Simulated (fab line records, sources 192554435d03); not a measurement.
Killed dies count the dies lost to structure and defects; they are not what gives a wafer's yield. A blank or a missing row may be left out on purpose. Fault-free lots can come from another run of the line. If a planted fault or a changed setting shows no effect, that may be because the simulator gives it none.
Which tool is to blame? + flow n5-finfet + Sampling: 12 lots, 36 wafers, 4 of 1938 route steps

WHAT THE GAUGES SHOWED, per wafer
N5_PMOS_HMC_CHANNEL_EPI_INSPECT_30: inspects for defects (darkfield).
| lot  | measured    | on                | raw-defect-count |
|------|-------------|-------------------|------------------|
| L075 | day 2 02:37 | defect-inspect-01 | 20 11 13         |
| L077 | day 2 14:41 | defect-inspect-01 | 11 11 14         |
| L079 | day 3 02:14 | defect-inspect-01 | 14 22 13         |
| L081 | day 3 13:55 | defect-inspect-01 | 22 14 17         |
| L083 | day 4 02:14 | defect-inspect-01 | 10 21 24         |
| L085 | day 4 14:08 | defect-inspect-01 | 23 21 12         |
| L087 | day 5 01:53 | defect-inspect-02 | 20 13 10         |
| L089 | day 5 14:08 | defect-inspect-01 | 20 25 17         |
| L091 | day 6 03:13 | defect-inspect-02 | 10 17 22         |
| L093 | day 6 14:43 | defect-inspect-01 | 16 15 16         |
| L095 | day 7 02:16 | defect-inspect-02 | 23 14 33         |
| L097 | day 7 14:39 | defect-inspect-02 | 13 13 21         |

TOOL THAT RAN EACH LOT (tool first, then ch and the chambers of the sampled wafers, then the start)
| lot  | N5_ZERO_LAYER_PECVD_02         | N5_ZERO_LAYER_DESCUM_16           | N5_WELL_APT_DESCUM_13             |
|------|--------------------------------|-----------------------------------|-----------------------------------|
| L075 | pecvd-03 ch 1, day 1 18:17     | rie-diel-03 ch 2,3, day 1 19:31   | rie-diel-04 ch 0,1,3, day 1 20:35 |
| L077 | pecvd-03 ch 0,1, day 2 06:17   | rie-diel-01 ch 0,1,3, day 2 06:41 | rie-diel-04 ch 0,1,3, day 2 07:47 |
| L079 | pecvd-02 ch 1,2, day 2 18:17   | rie-diel-03 ch 0,1, day 2 18:41   | rie-diel-05 ch 1,2, day 2 19:56   |
| L081 | pecvd-02 ch 0,1,2, day 3 06:18 | rie-diel-03 ch 0,2,3, day 3 06:53 | rie-diel-06 ch 0,1,3, day 3 07:51 |
| L083 | pecvd-02 ch 1,2, day 3 18:17   | rie-diel-03 ch 1,3, day 3 18:41   | rie-diel-05 ch 1,2,3, day 3 19:52 |
| L085 | pecvd-02 ch 0,2, day 4 06:17   | rie-diel-03 ch 0,1,3, day 4 06:41 | rie-diel-05 ch 0,1,3, day 4 07:40 |
| L087 | pecvd-03 ch 0,1, day 4 18:17   | rie-diel-01 ch 0,2,3, day 4 18:43 | rie-diel-05 ch 0,2, day 4 19:49   |
| L089 | pecvd-02 ch 1,2, day 5 06:17   | rie-diel-02 ch 0,1, day 5 06:52   | rie-diel-04 ch 2,3, day 5 07:50   |
| L091 | pecvd-02 ch 1,2, day 5 18:19   | rie-diel-03 ch 1,2,3, day 5 18:43 | rie-diel-04 ch 0,1, day 5 19:49   |
| L093 | pecvd-02 ch 0,2, day 6 06:17   | rie-diel-02 ch 0,2,3, day 6 07:08 | rie-diel-04 ch 0,2,3, day 6 08:14 |
| L095 | pecvd-02 ch 0,1, day 6 18:17   | rie-diel-01 ch 1,2,3, day 6 18:41 | rie-diel-06 ch 2,3, day 6 19:43   |
| L097 | pecvd-03 ch 0,2, day 7 06:17   | rie-diel-03 ch 0,1, day 7 06:52   | rie-diel-05 ch 0,2,3, day 7 07:58 |
- N5_ZERO_LAYER_PECVD_02: deposits SiO2 from SiH4/N2O, target thk 10 nm, time 6 s.
- N5_ZERO_LAYER_DESCUM_16: chemistry O2, time 7.9 s.
- N5_WELL_APT_DESCUM_13: chemistry O2, time 7.9 s.

THE ANSWER, worked out from the rows above alone
Rule: what is usual is taken from the lots themselves. Put in order of their means at a reading, lots are off if they are a third of the lots or fewer, leave a main group of 4 or more, and stand apart from it by a gap of 3 or more times the standard deviation of the main group's means; of several such gaps the widest counts. A main group whose means are all the same, to the digits that the tables above print for the reading, isn't used. A lot without any number at a reading at which 4 lots or more have one is off too. The other lots that the step has rows for count as sound.
Nothing can be told from this: no lot is off at any reading shown.

WHAT THE SIMULATOR PUT IN
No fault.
